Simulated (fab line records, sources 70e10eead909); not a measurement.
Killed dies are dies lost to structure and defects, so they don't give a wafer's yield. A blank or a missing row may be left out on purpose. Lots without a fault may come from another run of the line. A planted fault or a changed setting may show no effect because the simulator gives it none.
Which tool did it? | flow nand_harc | 12 lots, 36 wafers sampled, at 1 step of a route of 1159

WHAT THE GAUGES READ, wafer by wafer
NHARC_P_BONDPAD_OVL_MEAS_38.
lot  | measured     | on         | overlay_x_nm (nm)
L075 | day 6 23:32  | overlay-01 | 3 3 2
L077 | day 7 01:02  | overlay-02 | -4 -4 -4
L078 | day 7 12:47  | overlay-01 | 1 1 0
L081 | day 7 20:11  | overlay-02 | -1 -2 -2
L083 | day 8 10:14  | overlay-02 | -1 -2 -1
L085 | day 9 02:05  | overlay-02 | 1 1 1
L087 | day 9 15:52  | overlay-01 | 5 5 6
L089 | day 10 02:08 | overlay-02 | -8 -8 -8
L091 | day 10 11:44 | overlay-01 | -6 -6 -6
L093 | day 10 23:10 | overlay-02 | 6 6 5
L095 | day 11 12:22 | overlay-01 | 11 10 11
L096 | day 12 02:41 | overlay-02 | -2 -2 -2

WHICH TOOL RAN EACH LOT (tool, then ch and the chambers of the sampled wafers, then the start)
The record holds no process step before these readings.

THE ANSWER, worked out from the rows above alone
Rule: what is usual is taken from the lots themselves. Put in order of their means at a reading, lots are off if they are a third of the lots or fewer, leave a main group of 4 or more, and stand apart from it by a gap of 3 or more times the standard deviation of the main group's means; of several such gaps the widest counts. A main group whose means are all the same, to the digits that the tables above print for the reading, isn't used. A lot without any number at a reading at which 4 lots or more have one is off too. The other lots that the step has rows for count as sound.
No lot is off at any reading shown: from this, nothing can be told.

WHAT THE SIMULATOR HAD PUT IN
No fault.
